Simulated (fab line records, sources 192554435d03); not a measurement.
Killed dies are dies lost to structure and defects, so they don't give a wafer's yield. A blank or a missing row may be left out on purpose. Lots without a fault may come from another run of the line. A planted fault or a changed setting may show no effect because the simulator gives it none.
Which tool did it? | flow n5_finfet | 9 lots, 25 wafers sampled, at 6 steps of a route of 1938

WHAT THE GAUGES READ, wafer by wafer
N5_BEOL_M0_CUTY_CD_MEAS_57: target cd 200 nm.
lot  | measured     | on        | cd_nm (nm)
L644 | day 5 18:28  | cd_sem-02 | 200.8 201.2 200.5
L647 | day 6 09:12  | cd_sem-01 | 199.8 200.0 201.0
L649 | day 7 00:08  | cd_sem-02 | 200.6 201.5 200.6
L652 | day 7 16:19  | cd_sem-03 | 199.9 198.8
L660 | day 9 20:15  | cd_sem-01 | 201.5 200.9 200.1
L662 | day 10 00:51 | cd_sem-03 | 201.1 201.4 200.8
L665 | day 11 05:25 | cd_sem-03 | 200.1 198.9 199.5
L666 | day 11 06:53 | cd_sem-02 | 199.7 199.8 199.6
L667 | day 11 12:04 | cd_sem-03 | 198.9 200.2

N5_BEOL_M0_OCD_MEAS_108.
lot  | measured     | on     | trench_depth_nm (nm)
L644 | day 5 19:31  | ocd-01 | 32.1 32.8 32.7
L647 | day 6 10:32  | ocd-01 | 31.4 32.8 30.8
L649 | day 7 02:11  | ocd-02 | 32.3 32.5 31.6
L652 | day 7 17:54  | ocd-01 | 33.4 32.2
L660 | day 9 21:43  | ocd-02 | 0.1 0.8 0
L662 | day 10 02:41 | ocd-02 | 0.6 0.0 0.5
L665 | day 11 06:38 | ocd-02 | 32.7 32.5 33.2
L666 | day 11 11:47 | ocd-02 | 33.1 32.7 32.4
L667 | day 11 15:59 | ocd-02 | 32.2 32.7

N5_BEOL_M4_RC_MEAS_101.
lot  | measured     | on        | DIBL_N (mV/V)  | DIBL_P (mV/V)  | IOFF_N (nA/um)    | IOFF_P (nA/um) | ION_N (uA/um) | ION_P (uA/um) | SS_N (mV/dec)  | SS_P (mV/dec)  | VT_N (mV)   | VT_P (mV)
L644 | day 8 04:01  | prober-02 | 37.7 35.8 35.6 | 37.6 35.2 36.1 | 0.168 0.146 0.145 | 0.25 0.20 0.22 | 681 669 672   | 470 463 472   | 71.9 71.5 71.4 | 73.4 73.2 72.5 | 250 250 251 | -247 -248 -248
L647 | day 8 10:41  | prober-01 | 34.4 37.0 36.8 | 31.2 34.5 34.3 | 0.096 0.137 0.137 | 0.13 0.18 0.18 | 655 672 669   | 449 458 458   | 70.5 71.1 71.2 | 72.3 73.2 73.1 | 261 253 251 | -260 -254 -255
L649 | day 9 10:22  | prober-02 | 36.1 36.7 36.1 | 34.1 34.2 35.3 | 0.143 0.153 0.155 | 0.20 0.20 0.22 | 678 659 664   | 465 449 461   | 71.3 71.6 70.4 | 73.3 73.1 73.9 | 251 249 248 | -249 -247 -247
L652 | day 9 23:46  | prober-02 | 34.6 36.3      | 34.5 36.1      | 0.115 0.146       | 0.15 0.18      | 652 669       | 449 463       | 71.6 71.1      | 72.3 72.7      | 256 252     | -255 -253
L665 | day 13 12:31 | prober-02 | 33.7 33.9 34.5 | 34.6 34.2 34.7 | 0.135 0.133 0.145 | 0.20 0.19 0.20 | 662 664 653   | 465 455 455   | 71.3 71.8 71.4 | 72.6 73.0 73.2 | 251 253 254 | -249 -251 -252
L666 | day 13 15:20 | prober-01 | 36.0 35.9 35.4 | 35.4 35.9 35.1 | 0.146 0.154 0.144 | 0.22 0.23 0.21 | 676 678 693   | 467 466 468   | 71.5 71.8 71.3 | 73.1 73.0 72.4 | 251 246 251 | -249 -248 -248
L667 | day 14 09:00 | prober-02 | 35.6 35.0      | 35.7 34.9      | 0.151 0.137       | 0.21 0.19      | 666 675       | 465 472       | 71.9 71.3      | 73.4 72.8      | 251 256     | -251 -253

WHICH TOOL RAN EACH LOT (tool, then ch and the chambers of the sampled wafers, then the start)
lot  | N5_BEOL_M0_CUTY_ETCH_62            | N5_BEOL_M0_STRIP_140               | N5_BEOL_M0_TRENCH_ETCH_107
L644 | rie_diel-04 ch 0,1,3, day 5 18:35  | rie_diel-04 ch 1,2,3, day 5 19:13  | rie_diel-04 ch 1,2,3, day 5 19:24
L647 | rie_diel-02 ch 2,3, day 6 09:19    | rie_diel-04 ch 1,2,3, day 6 10:14  | rie_diel-02 ch 1,2, day 6 10:25
L649 | rie_diel-02 ch 0,2,3, day 7 00:15  | rie_diel-03 ch 1,2,3, day 7 01:54  | rie_diel-02 ch 0,2, day 7 02:05
L652 | rie_diel-04 ch 1,3, day 7 16:26    | rie_diel-03 ch 1,3, day 7 17:36    | rie_diel-03 ch 1,3, day 7 17:47
L660 | rie_diel-03 ch 0,2,3, day 9 20:23  | rie_diel-03 ch 0,1,3, day 9 21:25  | rie_diel-02 ch 1,2,3, day 9 21:37
L662 | rie_diel-04 ch 0,1,2, day 10 00:58 | rie_diel-03 ch 0,2,3, day 10 02:22 | rie_diel-04 ch 1,2, day 10 02:35
L665 | rie_diel-04 ch 1,3, day 11 05:32   | rie_diel-04 ch 1,2, day 11 06:20   | rie_diel-04 ch 1,2,3, day 11 06:32
L666 | rie_diel-02 ch 1,2, day 11 07:05   | rie_diel-03 ch 0,3, day 11 11:29   | rie_diel-04 ch 2,3, day 11 11:41
L667 | rie_diel-04 ch 1,2, day 11 12:11   | rie_diel-04 ch 3, day 11 15:17     | rie_diel-04 ch 1,3, day 11 15:52
- N5_BEOL_M0_CUTY_ETCH_62: etches SiARC in CF4, time 58.5 s.
- N5_BEOL_M0_STRIP_140: strips in CF4.
- N5_BEOL_M0_TRENCH_ETCH_107: etches SiOC in C4F6/O2, target depth 32.8 nm, time 16.4 s.

WHAT THE TOOLS THEMSELVES READ (means of the sampled wafers that have a number; where no wafer has one, the mark that the record gives instead)
N5_BEOL_M0_CUTY_ETCH_62.
lot  | tool        | bias_w (W) | cf4_flow_sccm (sccm) | drypump_motor_current_A (A) | etch_rf_on_time_s (s) | mfc_ar_sccm (sccm) | oes_product_au (a.u.) | rf_vpp_V (V) | showerhead_plenum_p_Torr (Torr) | throttle_valve_pct (%)
L644 | rie_diel-04 | 36.00      | 100.16               | 5.7                         | 58.9                  | 100.0              | 0.61                  | 184.5        | 2.14                            | 15.79
L647 | rie_diel-02 | 36.05      | 100.13               | 5.2                         | 57.2                  | 99.7               | 0.77                  | 184.2        | 2.14                            | 15.33
L649 | rie_diel-02 | 35.95      | 99.91                | 5.2                         | 57.5                  | 99.8               | 0.73                  | 184.0        | 2.13                            | 15.59
L652 | rie_diel-04 | 36.04      | 100.00               | 6.0                         | 58.8                  | 100.0              | 0.60                  | 184.0        | 2.15                            | 15.80
L660 | rie_diel-03 | 36.03      | 99.97                | 5.7                         | 57.9                  | 100.0              | 0.67                  | 184.6        | 2.14                            | 15.74
L662 | rie_diel-04 | 36.02      | 99.79                | 5.3                         | 57.8                  | 100.1              | 0.73                  | 184.0        | 2.13                            | 15.57
L665 | rie_diel-04 | 36.11      | 99.90                | 6.1                         | 59.2                  | 100.1              | 0.70                  | 183.9        | 2.12                            | 15.48
L666 | rie_diel-02 | 36.03      | 99.99                | 5.5                         | 57.9                  | 99.6               | 0.72                  | 184.0        | 2.08                            | 15.31
L667 | rie_diel-04 | 35.91      | 100.14               | 5.5                         | 58.3                  | 99.8               | 0.67                  | 184.6        | 2.15                            | 15.68

N5_BEOL_M0_STRIP_140.
lot  | tool        | drypump_motor_current_A (A) | oes_product_au (a.u.) | rf_vpp_V (V) | showerhead_plenum_p_Torr (Torr) | throttle_valve_pct (%)
L644 | rie_diel-04 | 5.7                         | 0.71                  | 272.9        | 1.79                            | 13.75
L647 | rie_diel-04 | 5.8                         | 0.71                  | 272.1        | 1.79                            | 13.77
L649 | rie_diel-03 | 5.5                         | 0.76                  | 272.0        | 1.81                            | 13.55
L652 | rie_diel-03 | 5.2                         | 0.79                  | 271.6        | 1.82                            | 13.50
L660 | rie_diel-03 | 5.5                         | 0.80                  | 271.5        | 1.79                            | 13.60
L662 | rie_diel-03 | 5.7                         | 0.76                  | 272.2        | 1.80                            | 13.73
L665 | rie_diel-04 | 5.4                         | 0.81                  | 270.1        | 1.78                            | 13.52
L666 | rie_diel-03 | 5.5                         | 0.76                  | 271.5        | 1.83                            | 13.77
L667 | rie_diel-04 | 6.2                         | 0.86                  | 269.2        | 1.74                            | 13.17

N5_BEOL_M0_TRENCH_ETCH_107.
lot  | tool        | C4F6_flow_sccm (sccm) | O2_flow_sccm (sccm) | drypump_motor_current_A (A) | mfc_ar_sccm (sccm) | oes_product_au (a.u.) | rf_vpp_V (V) | showerhead_plenum_p_Torr (Torr) | throttle_valve_pct (%)
L644 | rie_diel-04 | 10.01                 | 10.00               | 5.7                         | 299.2              | 0.72                  | 672          | 2.85                            | 21.0
L647 | rie_diel-02 | 10.01                 | 10.00               | 6.0                         | 301.0              | 0.74                  | 663          | 2.78                            | 20.5
L649 | rie_diel-02 | 10.02                 | 10.01               | 5.1                         | 300.4              | 0.76                  | 661          | 2.74                            | 21.1
L652 | rie_diel-03 | 10.02                 | 9.98                | 5.2                         | 300.9              | 0.79                  | 672          | 2.87                            | 20.7
L660 | rie_diel-02 | -                     | -                   | -                           | -                  | -                     | -            | -                               | -
L662 | rie_diel-04 | -                     | -                   | -                           | -                  | -                     | -            | -                               | -
L665 | rie_diel-04 | 10.02                 | 9.96                | 5.7                         | 300.6              | 0.82                  | 672          | 2.83                            | 20.8
L666 | rie_diel-04 | 9.99                  | 10.02               | 5.8                         | 299.9              | 0.88                  | 666          | 2.78                            | 20.6
L667 | rie_diel-04 | 10.02                 | 10.00               | 6.1                         | 300.7              | 0.79                  | 675          | 2.85                            | 20.9

THE ANSWER, worked out from the rows above alone
Rule: what is usual is taken from the lots themselves. Put in order of their means at a reading, lots are off if they are a third of the lots or fewer, leave a main group of 4 or more, and stand apart from it by a gap of 3 or more times the standard deviation of the main group's means; of several such gaps the widest counts. A main group whose means are all the same, to the digits that the tables above print for the reading, isn't used. A lot without any number at a reading at which 4 lots or more have one is off too. The other lots that the step has rows for count as sound. The gauges are gone through in route order, then the tools' own readings, and for those a lot's mean is taken as printed above. The first step at which some lot is off is used, and at that step the reading that is off furthest; a lot without a number counts as furthest.
Off: L660, L662, at N5_BEOL_M0_OCD_MEAS_108 (trench_depth_nm). The main group: mean 32.4 nm, standard deviation 0.39.
A tool fits if, at a process step before that reading, it ran every lot that is off, and no sound lot after the first of them. The gauges at N5_BEOL_M0_OCD_MEAS_108 aren't tried: what is off there is off at N5_BEOL_M0_TRENCH_ETCH_107 too, on other tools, and a gauge's error can't cause that. None of those tried fits.

WHAT THE SIMULATOR HAD PUT IN
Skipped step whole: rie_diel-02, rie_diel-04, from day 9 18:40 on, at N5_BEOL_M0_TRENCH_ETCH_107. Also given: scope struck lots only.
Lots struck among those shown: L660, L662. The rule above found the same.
